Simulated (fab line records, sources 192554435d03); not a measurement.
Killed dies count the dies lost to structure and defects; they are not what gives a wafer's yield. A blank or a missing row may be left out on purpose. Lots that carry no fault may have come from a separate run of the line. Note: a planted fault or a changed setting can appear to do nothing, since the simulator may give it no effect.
Chamber matching :: flow n5 finfet :: uv cure-01 running N5_BEOL_M6_CURE_75: 3 sister chambers
The step cures SiCOH lowk, time 120 s. 3 wafers are shown with their chamber, then 12 later ones without.

== EACH WAFER AND ITS CHAMBER ==
wafer: L078.6
chamber: 1
wafer_temp_C_max: 371.2

wafer: L087.4
chamber: 2
wafer_temp_C_max: 371.1

wafer: L091.4
chamber: 0
wafer_temp_C_max: 371.4

== WAFERS WITHOUT THEIR CHAMBER ==
wafer: L089.2
wafer_temp_C_max: 371.3

wafer: L089.3
wafer_temp_C_max: 371.3

wafer: L089.6
wafer_temp_C_max: 371.6

wafer: L093.1
wafer_temp_C_max: 370.8

wafer: L093.5
wafer_temp_C_max: 371.1

wafer: L093.6
wafer_temp_C_max: 371.4

wafer: L096.1
wafer_temp_C_max: 371.6

wafer: L096.3
wafer_temp_C_max: 370.9

wafer: L096.5
wafer_temp_C_max: 371.5

wafer: L094.2
wafer_temp_C_max: 371.5

wafer: L094.3
wafer_temp_C_max: 371.3

wafer: L094.5
wafer_temp_C_max: 371.2

== WHICH CHAMBER EACH WENT THROUGH ==
wafer: L089.2
from the rows above: can't be placed: 0 or 1 or 2
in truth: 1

wafer: L089.3
from the rows above: can't be placed: 0 or 1 or 2
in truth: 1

wafer: L089.6
from the rows above: can't be placed: 0 or 1
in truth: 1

wafer: L093.1
from the rows above: can't be placed: 2 or 1
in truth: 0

wafer: L093.5
from the rows above: can't be placed: 2 or 1
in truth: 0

wafer: L093.6
from the rows above: can't be placed: 0 or 1
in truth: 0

wafer: L096.1
from the rows above: can't be placed: 0 or 1
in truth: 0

wafer: L096.3
from the rows above: can't be placed: 2 or 1
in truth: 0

wafer: L096.5
from the rows above: can't be placed: 0 or 1
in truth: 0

wafer: L094.2
from the rows above: can't be placed: 0 or 1
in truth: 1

wafer: L094.3
from the rows above: can't be placed: 0 or 1 or 2
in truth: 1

wafer: L094.5
from the rows above: can't be placed: 1 or 2 or 0
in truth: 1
Correct placement for 0 of the 12. Not placeable from these rows: 12 (in 9, the candidates include the true chamber). Number placed wrongly: 0.
How it was worked out, from the rows above alone: a wafer's distance from a chamber is the root of the sum, over the readings, of the square of ((its reading less the chamber's mean) divided by the reading's scatter). If the next closest chamber is less than 2 further off than the closest, the wafer can't be placed; otherwise it belongs to the closest. For every chamber, the mean is computed from those of its wafers that are shown. The scatter: root of mean squared gap, hidden wafer to nearest shown wafer, with one shown wafer a chamber.
